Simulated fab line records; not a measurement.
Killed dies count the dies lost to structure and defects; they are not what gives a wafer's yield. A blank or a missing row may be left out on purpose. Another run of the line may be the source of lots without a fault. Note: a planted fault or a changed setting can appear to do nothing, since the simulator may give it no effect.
A lot that was struck, set against a sound lot    flow nand_harc    32 out of 1159 route steps
Sound: wafers L292.3, L292.4, L292.5. Struck: wafer L293.5 (left out: L293.1, L293.6 of the same lot, which were not struck); the cause appears at the end.
Per side, at each step with rows, come the tool, then ch with its chambers, and then its first start. Under that, the readings that differ: sound wafers    struck wafers    difference of the means    sigmas: that difference in standard deviations of wafers without a fault.
alike: readings with means less than 2 such deviations apart, plus words and numbers identical on both sides. not compared: withheld readings, readings lacking a value on some wafer, bounds such as >300 that could conceal the same value, and numbers that have no deviation in the record and whose values overlap.
Wherever a step has rows on one side only, a row that says differs or no value, or a row with sigmas, the two part there. Numbers that don't overlap but have no deviation are shown without sigmas and don't part them. A reading missing from all wafers of one side parts the sides only when that side holds two or more wafers.

first, 1 step without rows for these wafers: NHARC_THIN_TSV_DEGAS_49 (time 120 s).
NHARC_THIN_TSV_PRE_CLEAN_50: time 30 s.
  sound on pvd_sputter-02; struck on pvd_sputter-03
  alike: heater_power_w
then, 4 steps without rows for these wafers: NHARC_THIN_TSV_PVD_19 (deposits TaN, target thk 20 nm); NHARC_THIN_TSV_PVD_51 (deposits Cu, target thk 100 nm); NHARC_THIN_TSV_ECD_20 (material Cu, target thk 2000 nm); NHARC_THIN_TSV_ANNEAL_52 (time 90 s).
NHARC_THIN_TSV_CMP_21: polishes, t overpolish 30 s, target thk 2000 nm.
  sound on cmp-02 ch 0,1,3, day 19 11:22; struck on cmp-01 ch 1, day 20 16:38
reading              sound           struck  difference  sigmas
motor_current_A (A)  11.9 10.7 13.8  14.1    +2.0        +2
  alike: overpolish_run_s, slurry_filter_dp_kPa
  not compared: pad_life_wafers
then, 2 steps without rows for these wafers: NHARC_THIN_TSV_SRD_23; NHARC_THIN_TSV_DEGAS_53 (time 60 s).
NHARC_THIN_TSV_PRE_CLEAN_54: time 30 s.
  sound on pvd_sputter-02, day 19 11:54; struck on pvd_sputter-02, day 20 17:05
  alike: heater_power_w
then, 1 step without rows for these wafers: NHARC_THIN_TSV_PVD_55 (deposits TiN, target thk 50 nm).
NHARC_THIN_TSV_PVD_24: deposits Al, target thk 800 nm.
  sound on pvd_sputter-02, day 19 12:08; struck on pvd_sputter-02, day 20 17:25
then, 8 steps without rows for these wafers: NHARC_THIN_TSV_DEHYDRATE_25 (time 120 s); NHARC_THIN_TSV_HMDS_26 (time 30 s); NHARC_THIN_TSV_COAT_27; NHARC_THIN_TSV_SOFTBAKE_28 (time 95 s); NHARC_THIN_TSV_EBR_29; NHARC_THIN_TSV_EXPOSE_30 (exposes mask PAD); NHARC_THIN_TSV_PEB_31 (peb time 85 s); NHARC_THIN_TSV_DEVELOP_32 (time 70 s).
NHARC_THIN_TSV_CD_MEAS_33: the cd target is 5000 nm.
  sound on cd_sem-01 ch 0, day 19 12:59; struck on cd_sem-01 ch 0, day 20 18:10
  alike: cd_nm
then, 3 steps without rows for these wafers: NHARC_THIN_TSV_HARDBAKE_34 (time 80 s); NHARC_THIN_TSV_DESCUM_35 (chemistry O2, time 3 s); NHARC_THIN_TSV_ETCH_59 (etches the open film in Cl2/BCl3, target depth 880 nm, time 138.1 s).
NHARC_THIN_TSV_ETCH_36: etches the open film in Cl2/BCl3, target depth 65 nm, time 18.571 s.
  sound on rie_metal-03 ch 0,1, day 19 13:32; struck on rie_metal-02 ch 1, day 20 18:44
reading                      sound        struck  difference  sigmas
drypump_motor_current_A (A)  5.8 5.7 5.8  6.7     +0.9        +3
  alike: oes_product_au
  not compared: rf_hours_counter_h
NHARC_THIN_TSV_STRIP_56: strips in O2.
  sound on plasma_asher-02 ch 0,1, day 19 13:43; struck on plasma_asher-02 ch 0, day 20 19:05
  alike: drypump_motor_current_A, heater_power_w
  not compared: rf_hours_counter_h
then, 1 step without rows for these wafers: NHARC_THIN_TSV_STRIP_57 (strips in post etch residue remover, time 1200 s).
NHARC_THIN_TSV_CD_MEAS_37:
  sound on cd_sem-01, day 19 14:26; struck on cd_sem-03, day 20 19:53
  alike: cd_nm
then, 1 step without rows for these wafers: NHARC_THIN_TSV_ANNEAL_58 (time 1800 s).
NHARC_THIN_TSV_INSPECT_40:
  sound on defect_inspect-01, day 19 16:26; struck on defect_inspect-02, day 20 22:29
  alike: raw_defect_count
NHARC_END_WLT_00:
  sound wafers here have rows in the record (prober-01, day 20 22:13); struck ones have none
NHARC_END_SORT_01:
  at this point the record logs the struck wafers (prober-02 ch 0, day 21 22:52) and has no rows for the sound ones

== WHERE THEY PART ==
Last at NHARC_END_SORT_01 as far as this record goes, first at NHARC_THIN_TSV_CMP_21.

WHY: the cause the simulator had injected
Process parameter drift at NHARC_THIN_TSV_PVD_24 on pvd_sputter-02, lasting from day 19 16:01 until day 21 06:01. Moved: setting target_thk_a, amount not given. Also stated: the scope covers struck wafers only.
